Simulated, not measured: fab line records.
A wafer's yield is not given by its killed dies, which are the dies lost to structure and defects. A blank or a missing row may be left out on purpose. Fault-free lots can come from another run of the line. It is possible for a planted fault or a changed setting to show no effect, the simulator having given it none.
Problem report in the 8D (eight disciplines) form, filled by code ; flow nand-harc ; the parts of the form that need people (team, actions taken, sign-off) are left out

## 1. PROBLEM STATEMENT
cd-nm at NHARC_P_GATE_CD_MEAS_46 reads a mean of 706.5 nm on 12 wafers of 4 lots; wafers without a fault read 720.0 nm with a standard deviation of 2.1. That puts it -6.4 standard deviations away from the usual mean.
The step: target cd 720 nm.
First observed at day 9 03:10: wafer L376.2, on cd-sem-01. Wafers with a number at this step in the record: 39, from 13 lots. Rule for "out", or "out of limits": more than 4 standard deviations from the usual mean. All remaining wafers that have a number are taken as sound.

## 2. WHAT IT IS AND WHAT IT IS NOT
question;is;is not
which readings at this step;cd-nm;-
which lots;L376, L379, L380, L383;L362, L363, L364, L368, L369, L370, L372, L381, L384
which wafers of those lots;all that have a number;-
read on which gauges;cd-sem-01, cd-sem-03;cd-sem-02
when;from day 9 03:10;"up to then (21 sound wafers); but 6 sound wafers of L381, L384 came after"

## 3. WHAT RULES OUT EACH SUSPECT
Counting: a tool at a process step up to the reading stays a suspect if it ran every lot that is out and no sound lot after the first of them.
- ruled out: the gauge at NHARC_P_GATE_CD_MEAS_46. 2 gauges (cd-sem-01, cd-sem-03) read the wafers that are out.
- krf-scanner-04 at NHARC_P_GATE_EXPOSE_43 (exposes mask P NSD, target cd 720 nm): kept. Every lot that is out went through it, starting with L376 (day 9 03:00), and after that it ran no sound lot; the last sound lot it ran before then is L372 (day 8 18:27). On those wafers its own readings are out: exposure-dose-mJ-cm2.
Left after counting: krf-scanner-04 at NHARC_P_GATE_EXPOSE_43.

## 4. THE CAUSE (what the simulator had put in)
Process parameters drifting: krf-scanner-04 at NHARC_P_GATE_EXPOSE_43, beginning at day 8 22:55. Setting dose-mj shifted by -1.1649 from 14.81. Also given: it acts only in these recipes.
Only this tool survived the counting.

## 5. THE EFFECT CHAIN, in route order
One row per reading whose mean, taken over the struck wafers that have a number, lies over 3 standard deviations from the usual. Only readings whose record carries a usual standard deviation are examined. hours: median over the lots of the time between each lot's start at the first step of this table that gives one and its start at this step. sigmas: the change, counted in usual standard deviations.
hours;step;reading;usual;on struck wafers;change;sigmas
0;NHARC_P_GATE_EXPOSE_43;exposure-dose-mJ-cm2;14.808;13.641;-1.167;-83
0;NHARC_P_GATE_CD_MEAS_46;cd-nm;720.0 nm;706.5;-13.5;-6.4
Here are the process steps it includes:
- NHARC_P_GATE_EXPOSE_43: exposes mask P NSD, target cd 720 nm.

## 6. HOW IT WOULD HAVE BEEN CAUGHT EARLIER
4 hours passed between the start of the fault at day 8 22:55 and the first reading out of limits at a measuring or inspecting step in this record, taken at day 9 03:10.
At NHARC_P_GATE_EXPOSE_43, the tool's own readings (exposure-dose-mJ-cm2) were out on each struck wafer the step has a row for, so an alarm limit on them would have fired on the first such wafer.
Lots out: 4; of these, L379, L380, L383 started NHARC_P_GATE_EXPOSE_43 on krf-scanner-04 after day 9 03:10. A hold on the tool at that time would have spared those 3.
